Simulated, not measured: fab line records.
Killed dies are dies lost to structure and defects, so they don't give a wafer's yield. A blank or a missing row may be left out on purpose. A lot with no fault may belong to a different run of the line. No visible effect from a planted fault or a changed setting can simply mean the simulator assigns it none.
Which tool did it? / flow nand-harc / 33 wafers from 11 lots sampled at 7 of the route's 1302 steps

WHAT THE GAUGES READ, wafer by wafer
NHARC_P_ZERO_WELL_CD_MEAS_24 targets a cd of 720 nm.
lot=L364; measured=day 2 18:37; on=cd-sem-02; cd-nm (nm)=722.3 721.0 720.6
lot=L365; measured=day 3 04:35; on=cd-sem-03; cd-nm (nm)=720.4 717.5 718.9
lot=L366; measured=day 3 14:22; on=cd-sem-03; cd-nm (nm)=719.2 718.8 718.4
lot=L367; measured=day 4 00:38; on=cd-sem-03; cd-nm (nm)=717.7 720.7 719.0
lot=L368; measured=day 4 10:29; on=cd-sem-03; cd-nm (nm)=718.8 724.6 719.1
lot=L369; measured=day 4 20:20; on=cd-sem-02; cd-nm (nm)=721.9 721.5 719.2
lot=L376; measured=day 7 18:37; on=cd-sem-02; cd-nm (nm)=721.6 719.3 722.2
lot=L377; measured=day 8 04:49; on=cd-sem-01; cd-nm (nm)=723.6 720.8 719.5
lot=L383; measured=day 10 16:35; on=cd-sem-01; cd-nm (nm)=718.5 720.8 715.6
lot=L384; measured=day 11 02:29; on=cd-sem-02; cd-nm (nm)=718.2 717.0 717.6
lot=L385; measured=day 11 12:30; on=cd-sem-01; cd-nm (nm)=717.6 721.8 718.7

NHARC_P_GATE_CD_MEAS_46 targets a cd of 720 nm.
lot=L364; measured=day 6 08:50; on=cd-sem-02; cd-nm (nm)=723.8 719.8 721.9
lot=L365; measured=day 6 22:04; on=cd-sem-02; cd-nm (nm)=719.0 719.8 717.4
lot=L366; measured=day 7 00:18; on=cd-sem-01; cd-nm (nm)=721.5 719.8 717.3
lot=L367; measured=day 7 16:01; on=cd-sem-03; cd-nm (nm)=721.1 720.9 721.5
lot=L368; measured=day 8 03:25; on=cd-sem-02; cd-nm (nm)=- - -
lot=L369; measured=day 8 06:05; on=cd-sem-02; cd-nm (nm)=- - -
lot=L376; measured=day 11 17:05; on=cd-sem-02; cd-nm (nm)=719.1 719.2 717.3
lot=L377; measured=day 11 16:19; on=cd-sem-02; cd-nm (nm)=723.7 722.7 721.9
lot=L383; measured=day 14 12:08; on=cd-sem-02; cd-nm (nm)=718.2 717.2 718.7
lot=L384; measured=day 14 15:14; on=cd-sem-01; cd-nm (nm)=718.6 718.6 719.3
lot=L385; measured=day 15 05:40; on=cd-sem-01; cd-nm (nm)=719.5 723.5 722.7

NHARC_P_GATE_INSPECT_68.
lot=L364; measured=day 6 15:07; on=defect-inspect-01; raw-defect-count=93 95 209
lot=L365; measured=day 7 04:49; on=defect-inspect-01; raw-defect-count=345 247 202
lot=L366; measured=day 7 07:09; on=defect-inspect-02; raw-defect-count=145 127 150
lot=L367; measured=day 7 22:34; on=defect-inspect-02; raw-defect-count=116 188 154
lot=L368; measured=day 8 10:16; on=defect-inspect-02; raw-defect-count=1289 1226 1262
lot=L369; measured=day 8 12:33; on=defect-inspect-02; raw-defect-count=1271 1217 1232
lot=L376; measured=day 12 00:01; on=defect-inspect-01; raw-defect-count=476 291 265
lot=L377; measured=day 11 23:08; on=defect-inspect-02; raw-defect-count=143 164 159
lot=L383; measured=day 14 21:41; on=defect-inspect-01; raw-defect-count=179 202 151
lot=L384; measured=day 15 00:44; on=defect-inspect-01; raw-defect-count=364 175 257
lot=L385; measured=day 15 12:11; on=defect-inspect-02; raw-defect-count=140 135 95

NHARC_END_SORT_01.
lot=L368; measured=day 26 08:05; on=prober-02; killed-at-array=53 69 66; killed-at-other=1 1 1; killed-at-periphery=623 607 610; killed-dies=677 677 677; killed-open=0 2 1; killed-short=3 2 4
lot=L369; measured=day 26 07:14; on=prober-01; killed-at-array=86 65 85; killed-at-other=0 1 0; killed-at-periphery=591 611 592; killed-dies=677 677 677; killed-open=4 1 2; killed-short=4 3 5

WHICH TOOL RAN EACH LOT (tool, then ch and the chambers of the sampled wafers, then the start)
lot=L364; NHARC_P_ZERO_WELL_ETCH_65=rie-diel-08 ch 1,2,3, day 2 17:29; NHARC_P_ZERO_WELL_DESCUM_54=rie-diel-05 ch 1,2, day 2 22:02; NHARC_P_GATE_EXPOSE_43=krf-scanner-03 ch 0, day 6 08:41
lot=L365; NHARC_P_ZERO_WELL_ETCH_65=rie-diel-13 ch 1,2,3, day 3 03:29; NHARC_P_ZERO_WELL_DESCUM_54=rie-diel-08 ch 0,2,3, day 3 07:53; NHARC_P_GATE_EXPOSE_43=krf-scanner-03 ch 0, day 6 21:55
lot=L366; NHARC_P_ZERO_WELL_ETCH_65=rie-diel-13 ch 0,1,3, day 3 13:22; NHARC_P_ZERO_WELL_DESCUM_54=rie-diel-13 ch 1,3, day 3 17:44; NHARC_P_GATE_EXPOSE_43=krf-scanner-04 ch 0, day 7 00:08
lot=L367; NHARC_P_ZERO_WELL_ETCH_65=rie-diel-13 ch 2,3, day 3 23:32; NHARC_P_ZERO_WELL_DESCUM_54=rie-diel-05 ch 1,3, day 4 03:59; NHARC_P_GATE_EXPOSE_43=krf-scanner-01 ch 0, day 7 15:52
lot=L368; NHARC_P_ZERO_WELL_ETCH_65=rie-diel-13 ch 0,2,3, day 4 09:24; NHARC_P_ZERO_WELL_DESCUM_54=rie-diel-13 ch 0,1,3, day 4 13:51; NHARC_P_GATE_EXPOSE_43=krf-scanner-04, day 8 03:16
lot=L369; NHARC_P_ZERO_WELL_ETCH_65=rie-diel-08 ch 0,1,3, day 4 19:22; NHARC_P_ZERO_WELL_DESCUM_54=rie-diel-05 ch 0,1,3, day 4 23:31; NHARC_P_GATE_EXPOSE_43=krf-scanner-03, day 8 05:56
lot=L376; NHARC_P_ZERO_WELL_ETCH_65=rie-diel-05 ch 0,2, day 7 17:30; NHARC_P_ZERO_WELL_DESCUM_54=rie-diel-05 ch 1,2, day 7 22:05; NHARC_P_GATE_EXPOSE_43=krf-scanner-03 ch 0, day 11 16:56
lot=L377; NHARC_P_ZERO_WELL_ETCH_65=rie-diel-08 ch 0,2,3, day 8 03:43; NHARC_P_ZERO_WELL_DESCUM_54=rie-diel-05 ch 0,1,2, day 8 08:28; NHARC_P_GATE_EXPOSE_43=krf-scanner-03 ch 0, day 11 16:09
lot=L383; NHARC_P_ZERO_WELL_ETCH_65=rie-diel-13 ch 0,2, day 10 15:29; NHARC_P_ZERO_WELL_DESCUM_54=rie-diel-13 ch 0,1,3, day 10 19:56; NHARC_P_GATE_EXPOSE_43=krf-scanner-01 ch 0, day 14 11:59
lot=L384; NHARC_P_ZERO_WELL_ETCH_65=rie-diel-05 ch 0,1,2, day 11 01:30; NHARC_P_ZERO_WELL_DESCUM_54=rie-diel-05 ch 1,2, day 11 05:52; NHARC_P_GATE_EXPOSE_43=krf-scanner-01 ch 0, day 14 15:05
lot=L385; NHARC_P_ZERO_WELL_ETCH_65=rie-diel-05 ch 0,1,2, day 11 11:30; NHARC_P_ZERO_WELL_DESCUM_54=rie-diel-08 ch 0,2,3, day 11 16:32; NHARC_P_GATE_EXPOSE_43=krf-scanner-03 ch 0, day 15 05:31
- NHARC_P_ZERO_WELL_ETCH_65: etches the open film in N2/H2, target depth 80 nm, overetch 24 nm, time 87.88 s.
- NHARC_P_ZERO_WELL_DESCUM_54: chemistry O2, time 3 s.
- NHARC_P_GATE_EXPOSE_43: exposes mask P NSD, target cd 720 nm.

AS READ BY THE TOOLS THEMSELVES (means over the sampled wafers that have a number; for cases with no such wafer, the mark the record gives instead)
NHARC_P_ZERO_WELL_ETCH_65.
lot=L364; tool=rie-diel-08; drypump-motor-current-A (A)=5.8; oes-product-au (a.u.)=1.005; rf-vpp-V (V)=428; showerhead-plenum-p-Torr (Torr)=1.97; throttle-valve-pct (%)=14.180
lot=L365; tool=rie-diel-13; drypump-motor-current-A (A)=6.1; oes-product-au (a.u.)=1.008; rf-vpp-V (V)=430; showerhead-plenum-p-Torr (Torr)=2.02; throttle-valve-pct (%)=14.172
lot=L366; tool=rie-diel-13; drypump-motor-current-A (A)=6.0; oes-product-au (a.u.)=1.000; rf-vpp-V (V)=430; showerhead-plenum-p-Torr (Torr)=2.03; throttle-valve-pct (%)=14.169
lot=L367; tool=rie-diel-13; drypump-motor-current-A (A)=5.8; oes-product-au (a.u.)=1.012; rf-vpp-V (V)=428; showerhead-plenum-p-Torr (Torr)=1.92; throttle-valve-pct (%)=14.168
lot=L368; tool=rie-diel-13; drypump-motor-current-A (A)=5.7; oes-product-au (a.u.)=0.997; rf-vpp-V (V)=427; showerhead-plenum-p-Torr (Torr)=1.92; throttle-valve-pct (%)=14.168
lot=L369; tool=rie-diel-08; drypump-motor-current-A (A)=5.8; oes-product-au (a.u.)=1.000; rf-vpp-V (V)=429; showerhead-plenum-p-Torr (Torr)=2.00; throttle-valve-pct (%)=14.169
lot=L376; tool=rie-diel-05; drypump-motor-current-A (A)=5.7; oes-product-au (a.u.)=1.018; rf-vpp-V (V)=428; showerhead-plenum-p-Torr (Torr)=1.94; throttle-valve-pct (%)=14.167
lot=L377; tool=rie-diel-08; drypump-motor-current-A (A)=5.7; oes-product-au (a.u.)=1.010; rf-vpp-V (V)=429; showerhead-plenum-p-Torr (Torr)=2.00; throttle-valve-pct (%)=14.174
lot=L383; tool=rie-diel-13; drypump-motor-current-A (A)=5.7; oes-product-au (a.u.)=0.989; rf-vpp-V (V)=433; showerhead-plenum-p-Torr (Torr)=2.12; throttle-valve-pct (%)=14.175
lot=L384; tool=rie-diel-05; drypump-motor-current-A (A)=5.9; oes-product-au (a.u.)=0.997; rf-vpp-V (V)=431; showerhead-plenum-p-Torr (Torr)=2.04; throttle-valve-pct (%)=14.182
lot=L385; tool=rie-diel-05; drypump-motor-current-A (A)=5.8; oes-product-au (a.u.)=1.003; rf-vpp-V (V)=430; showerhead-plenum-p-Torr (Torr)=2.04; throttle-valve-pct (%)=14.162

NHARC_P_ZERO_WELL_DESCUM_54.
lot=L364; tool=rie-diel-05; drypump-motor-current-A (A)=6.0; oes-product-au (a.u.)=0.985; rf-vpp-V (V)=56.3; showerhead-plenum-p-Torr (Torr)=1.83; throttle-valve-pct (%)=11.308
lot=L365; tool=rie-diel-08; drypump-motor-current-A (A)=5.7; oes-product-au (a.u.)=1.008; rf-vpp-V (V)=57.6; showerhead-plenum-p-Torr (Torr)=1.89; throttle-valve-pct (%)=11.307
lot=L366; tool=rie-diel-13; drypump-motor-current-A (A)=6.4; oes-product-au (a.u.)=1.004; rf-vpp-V (V)=58.6; showerhead-plenum-p-Torr (Torr)=1.99; throttle-valve-pct (%)=11.308
lot=L367; tool=rie-diel-05; drypump-motor-current-A (A)=6.0; oes-product-au (a.u.)=1.019; rf-vpp-V (V)=57.2; showerhead-plenum-p-Torr (Torr)=1.87; throttle-valve-pct (%)=11.318
lot=L368; tool=rie-diel-13; drypump-motor-current-A (A)=6.0; oes-product-au (a.u.)=1.013; rf-vpp-V (V)=58.4; showerhead-plenum-p-Torr (Torr)=1.91; throttle-valve-pct (%)=11.310
lot=L369; tool=rie-diel-05; drypump-motor-current-A (A)=5.9; oes-product-au (a.u.)=1.006; rf-vpp-V (V)=57.7; showerhead-plenum-p-Torr (Torr)=1.83; throttle-valve-pct (%)=11.314
lot=L376; tool=rie-diel-05; drypump-motor-current-A (A)=6.0; oes-product-au (a.u.)=1.006; rf-vpp-V (V)=57.5; showerhead-plenum-p-Torr (Torr)=1.82; throttle-valve-pct (%)=11.315
lot=L377; tool=rie-diel-05; drypump-motor-current-A (A)=5.9; oes-product-au (a.u.)=1.016; rf-vpp-V (V)=57.4; showerhead-plenum-p-Torr (Torr)=1.82; throttle-valve-pct (%)=11.313
lot=L383; tool=rie-diel-13; drypump-motor-current-A (A)=6.0; oes-product-au (a.u.)=1.004; rf-vpp-V (V)=57.8; showerhead-plenum-p-Torr (Torr)=1.89; throttle-valve-pct (%)=11.309
lot=L384; tool=rie-diel-05; drypump-motor-current-A (A)=6.0; oes-product-au (a.u.)=0.998; rf-vpp-V (V)=58.7; showerhead-plenum-p-Torr (Torr)=2.01; throttle-valve-pct (%)=11.316
lot=L385; tool=rie-diel-08; drypump-motor-current-A (A)=5.7; oes-product-au (a.u.)=1.005; rf-vpp-V (V)=57.9; showerhead-plenum-p-Torr (Torr)=1.87; throttle-valve-pct (%)=11.314

NHARC_P_GATE_EXPOSE_43.
lot=L364; tool=krf-scanner-03; exposure-dose-mJ-cm2=14.805; focus-offset-nm (nm)=-0.9
lot=L365; tool=krf-scanner-03; exposure-dose-mJ-cm2=14.810; focus-offset-nm (nm)=0.6
lot=L366; tool=krf-scanner-04; exposure-dose-mJ-cm2=14.802; focus-offset-nm (nm)=0.0
lot=L367; tool=krf-scanner-01; exposure-dose-mJ-cm2=14.801; focus-offset-nm (nm)=0.1
lot=L368; tool=krf-scanner-04; exposure-dose-mJ-cm2=-; focus-offset-nm (nm)=-
lot=L369; tool=krf-scanner-03; exposure-dose-mJ-cm2=-; focus-offset-nm (nm)=-
lot=L376; tool=krf-scanner-03; exposure-dose-mJ-cm2=14.804; focus-offset-nm (nm)=-0.4
lot=L377; tool=krf-scanner-03; exposure-dose-mJ-cm2=14.786; focus-offset-nm (nm)=-0.3
lot=L383; tool=krf-scanner-01; exposure-dose-mJ-cm2=14.813; focus-offset-nm (nm)=-0.3
lot=L384; tool=krf-scanner-01; exposure-dose-mJ-cm2=14.824; focus-offset-nm (nm)=-0.2
lot=L385; tool=krf-scanner-03; exposure-dose-mJ-cm2=14.800; focus-offset-nm (nm)=-0.4

THE ANSWER, worked out from the rows above alone
Rule: the usual values come from the lots themselves. Put in order of their means at a reading, lots are off if they are a third of the lots or fewer, leave a main group of 4 or more, and stand apart from it by a gap of 3 or more times the standard deviation of the main group's means; of several such gaps the widest counts. Not used: any main group whose means are identical at the precision the tables above print for the reading. Also off: a lot with no number at a reading for which 4 or more lots have one. Where the step has rows for the other lots, those lots are counted as sound. Order of review: gauges by route order, followed by the tools' own readings, for which a lot's mean as printed above is used. At the first step where some lot is off, the reading lying furthest off is the one used; lots without a number count as furthest.
Off at NHARC_P_GATE_CD_MEAS_46 (cd-nm): L368, L369. Without a number there: L368, L369. For the main group the mean is 720.1 nm and the standard deviation 1.7.
A tool fits if, at a process step before that reading, it ran every lot that is off, and no sound lot after the first of them. Not tried: the gauges at NHARC_P_GATE_CD_MEAS_46; whatever is off there is also off at NHARC_P_GATE_INSPECT_68, on other tools, and gauge error can't account for it. None of those tried fits.

WHAT WAS PUT IN BY THE SIMULATOR
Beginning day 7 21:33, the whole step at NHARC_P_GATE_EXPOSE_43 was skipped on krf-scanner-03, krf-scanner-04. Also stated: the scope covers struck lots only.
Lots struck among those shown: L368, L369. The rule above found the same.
